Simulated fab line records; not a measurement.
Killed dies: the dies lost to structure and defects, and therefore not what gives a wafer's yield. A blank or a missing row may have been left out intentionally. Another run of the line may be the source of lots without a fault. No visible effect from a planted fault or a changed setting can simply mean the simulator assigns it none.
Matching of chambers :: flow n5_finfet :: 3 sister chambers for N5_BEOL_M7_CURE_74 on uv_cure-03
The step cures SiCOH lowk, time 240 s. 3 wafers are shown with their chamber, then 11 later ones without.

EACH WAFER AND ITS CHAMBER
wafer: L082.5
chamber: 1
wafer_temp_C_max: 386.6

wafer: L084.5
chamber: 0
wafer_temp_C_max: 387.2

wafer: L087.1
chamber: 2
wafer_temp_C_max: 386.0

WAFERS WITH NO CHAMBER GIVEN
wafer: L087.4
wafer_temp_C_max: 386.6

wafer: L087.5
wafer_temp_C_max: 386.7

wafer: L093.2
wafer_temp_C_max: 386.5

wafer: L093.4
wafer_temp_C_max: 386.4

wafer: L093.5
wafer_temp_C_max: 386.3

wafer: L094.1
wafer_temp_C_max: 387.0

wafer: L094.2
wafer_temp_C_max: 386.9

wafer: L094.4
wafer_temp_C_max: 387.0

wafer: L096.1
wafer_temp_C_max: 386.8

wafer: L096.2
wafer_temp_C_max: 386.9

wafer: L096.3
wafer_temp_C_max: 386.1

THE CHAMBER EACH PASSED THROUGH
wafer: L087.4
from the rows above: 1
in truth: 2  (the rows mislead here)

wafer: L087.5
from the rows above: can't be placed: 1 or 0
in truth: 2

wafer: L093.2
from the rows above: can't be placed: 1 or 2
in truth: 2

wafer: L093.4
from the rows above: can't be placed: 1 or 2
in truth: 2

wafer: L093.5
from the rows above: can't be placed: 1 or 2
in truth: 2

wafer: L094.1
from the rows above: can't be placed: 0 or 1
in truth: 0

wafer: L094.2
from the rows above: can't be placed: 1 or 0
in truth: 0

wafer: L094.4
from the rows above: can't be placed: 0 or 1
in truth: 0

wafer: L096.1
from the rows above: can't be placed: 1 or 0
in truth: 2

wafer: L096.2
from the rows above: can't be placed: 1 or 0
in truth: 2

wafer: L096.3
from the rows above: can't be placed: 2 or 1
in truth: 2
Correct placement for 0 of the 11. Cannot be placed on the basis of these rows: 10; the candidates contain the true chamber in 7. Placed wrongly: 1.
How it was worked out, from the rows above alone: a wafer's distance from a chamber is the root of the sum, over the readings, of the square of ((its reading less the chamber's mean) divided by the reading's scatter). If the next closest chamber is less than 2 further off than the closest, the wafer can't be placed; otherwise it belongs to the closest. Each chamber's mean is taken over the wafers shown for it. The scatter: root of mean squared gap, hidden wafer to nearest shown wafer, with one shown wafer a chamber.
